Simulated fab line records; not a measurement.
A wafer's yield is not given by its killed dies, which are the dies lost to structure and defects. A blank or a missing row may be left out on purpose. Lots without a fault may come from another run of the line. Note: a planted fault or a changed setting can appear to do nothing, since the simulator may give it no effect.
Problem report, 8D (eight disciplines) form, completed by code || flow n5_finfet || the parts of the form that need people (team, actions taken, sign-off) are left out

== 1. WHAT WENT WRONG ==
bias_w at N5_BEOL_M5_ETCH_68 reads a mean of 163.1 W on 3 wafers of 2 lots; wafers without a fault read 150.0 W with a standard deviation of 0.42. Relative to the usual mean, that is a shift of +31 standard deviations.
The step: etches SOC in N2/H2, target depth 80 nm, overetch 16 nm, time 120 s.
First seen on wafer L888.4, day 12 09:14, on rie_diel-04. At this step, 29 wafers from 10 lots have a number in the record. Rule for "out" (also "out of limits"): further than 4 standard deviations from the usual mean. The rest of the wafers with a number are treated as sound.

== 2. WHAT THIS IS AND IS NOT ==
{"question": "which readings at this step", "is": "bias_w, rf_vpp_V", "is not": "drypump_motor_current_A, oes_product_au, showerhead_plenum_p_Torr, throttle_valve_pct"}
{"question": "which lots", "is": "L888, L890", "is not": "L874, L877, L881, L883, L885, L886, L887, L891"}
{"question": "which wafers of those lots", "is": "L888.4, L890.3, L890.5", "is not": "L888.1, L888.5, L890.1"}
{"question": "read on which tools", "is": "rie_diel-04", "is not": "rie_diel-02, rie_diel-05"}
{"question": "when", "is": "from day 12 09:14", "is not": "up to then (22 sound wafers); but 4 sound wafers of L890, L891 came after"}

== 3. SUSPECTS, AND WHAT RULES EACH OUT ==
Counting: any tool at a process step up to the reading remains a suspect provided it ran every lot that is out. Sound lots after the first of them don't rule it out here, since some wafers of a struck lot are sound.
- rie_diel-04 at N5_BEOL_M5_ETCH_68 (etches SOC in N2/H2, target depth 80 nm, overetch 16 nm, time 120 s): kept. Every lot that is out went through it, the first being L888 (day 12 09:14); the last sound lot it ran before that was L883 (day 10 13:44). Its own readings are out on those wafers: bias_w, rf_vpp_V.
- Within rie_diel-04 at N5_BEOL_M5_ETCH_68: the wafers that are out ran in chamber 2; their sound lot-mates ran in chambers 0, 1, 3.
Left after counting: rie_diel-04 at N5_BEOL_M5_ETCH_68.

== 4. THE CAUSE (what the simulator had put in) ==
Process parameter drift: rie_diel-04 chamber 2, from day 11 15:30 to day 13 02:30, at N5_BEOL_M5_ETCH_68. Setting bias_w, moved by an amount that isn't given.
After counting, this tool was the only one left.

== 5. SEQUENCE OF EFFECTS, ordered by route ==
Each row: a reading whose mean over the struck wafers that have a number lies more than 3 standard deviations from the usual. Scope: only readings with a usual standard deviation given in the record; hours: median across lots of the time from each lot's start at the first step in this table that gives one to its start at this step; sigmas: change in usual standard deviations.
{"hours": 0, "step": "N5_BEOL_M5_ETCH_68", "reading": "bias_w", "usual": "150.0 W", "on struck wafers": 163.1, "change": "+13.1", "sigmas": "+31"}
{"hours": 0, "step": "N5_BEOL_M5_ETCH_68", "reading": "rf_vpp_V", "usual": "524.4 V", "on struck wafers": 554.1, "change": "+29.7", "sigmas": "+17"}
Here are the process steps it includes:
- N5_BEOL_M5_ETCH_68: etches SOC in N2/H2, target depth 80 nm, overetch 16 nm, time 120 s.

== 6. HOW IT WOULD HAVE BEEN CAUGHT EARLIER ==
In this record no reading fell out of limits until day 12 09:14, 18 hours after the fault had begun at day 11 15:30.
